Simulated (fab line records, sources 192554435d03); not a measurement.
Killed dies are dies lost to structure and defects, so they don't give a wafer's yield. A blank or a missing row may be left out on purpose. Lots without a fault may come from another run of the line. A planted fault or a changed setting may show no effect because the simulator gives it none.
Split-lot experiment | flow n5_finfet | 7 lots, 21 wafers read, on a route of 1938 steps

THE SPLIT
At N5_BEOL_M7_ETCH_41 (etches SiCN in CH3F/O2, target depth 31.9 nm, time 57.8 s), the setting source_w was moved away from the recipe's 395 W on 6 of the 21 wafers read, by -8.4% to +16.6%. The other wafers ran this setting at the recipe's value.

The reading is taken at the split's own step.

THE READING
rf_vpp_V, in V, at N5_BEOL_M7_ETCH_41 (etches SiCN in CH3F/O2, target depth 31.9 nm, time 57.8 s). Fault-free wafers of this fab line usually give 296.6 V, standard deviation 1.8 V.

wafer  | tool, chamber at the split | source_w as run, W | against the recipe | rf_vpp_V, V | against lot-mates on the recipe
L077.2 | rie_diel-06, 2             | 362                | -8.4%              | 306.0       | +7.0
L077.3 | rie_diel-06, 0             | 395                | recipe             | 298.8       | -
L077.5 | rie_diel-06, 0             | 395                | recipe             | 299.2       | -
L083.1 | rie_diel-05, 1             | 395                | recipe             | 294.3       | -
L083.4 | rie_diel-05, 0             | 395                | recipe             | 298.4       | -
L083.5 | rie_diel-05, 3             | 395                | recipe             | 298.8       | -
L085.1 | rie_diel-05, 2             | 395                | recipe             | 296.5       | -
L085.2 | rie_diel-05, 1             | 395                | recipe             | 294.8       | -
L085.4 | rie_diel-05, 3             | 395                | recipe             | 298.0       | -
L086.3 | rie_diel-06, 0             | 373.6              | -5.4%              | 304.7       | +7.3
L086.4 | rie_diel-06, 1             | 395                | recipe             | 296.4       | -
L086.6 | rie_diel-06, 0             | 395                | recipe             | 298.4       | -
L089.1 | rie_diel-05, 0             | 426.9              | +8.1%              | 287.5       | -9.1
L089.5 | rie_diel-05, 2             | 426.9              | +8.1%              | 286.5       | -10.1
L089.6 | rie_diel-05, 1             | 395                | recipe             | 296.6       | -
L095.1 | rie_diel-05, 3             | 460.4              | +16.6%             | 284.7       | -10.1
L095.2 | rie_diel-05, 1             | 460.4              | +16.6%             | 281.4       | -13.4
L095.6 | rie_diel-05, 2             | 395                | recipe             | 294.8       | -
L094.2 | rie_diel-06, 2             | 395                | recipe             | 298.7       | -
L094.3 | rie_diel-06, 1             | 395                | recipe             | 300.1       | -
L094.4 | rie_diel-06, 0             | 395                | recipe             | 297.0       | -

THE FIT
A straight line over all 21 wafers: rf_vpp_V changes by -0.972 V for each +1% of source_w; r = -0.95; the points scatter about the line by 2 V.
The same after taking each lot's own level away (the mean of its wafers on the recipe; 21 wafers): -0.828 V for each +1%; r = -0.94; scatter 1.8 V.
On that fit, the largest move of source_w shifts the reading by 14 V.
The lots' own levels span 294.80 to 299.00 V, that is 2.3 times the standard deviation above.
So the lot-to-lot level changes the slope: the two fits differ.
Check: with one of the wafers moved furthest among these (+16.6%) left out of the fit, the line predicts -15.6 V for it against its lot-mates. It came out at -10.1 V against them.
Tool readings at the split's step, against how far the setting was moved: rf_vpp_V r = -0.95.

OTHER SPLITS ON THESE WAFERS
These wafers also went through other splits before the reading. Each is held against what the fit with the lots' levels taken away leaves over:
other split on the same wafers | wafers away from the commonest value | r with rf_vpp_V (lot level and that fit taken away)
N5_BEOL_M4_EXPOSE_08 dose_mj   | 8                                    | +0.14
N5_BEOL_M6_EXPOSE_25 dose_mj   | 9                                    | -0.37
N5_BEOL_M6_VIA_ETCH_34 time_s  | 8                                    | +0.07

THE FILE'S OWN FIT
rf_vpp_V changes by -0.845 V for each +1% of source_w, r = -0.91.
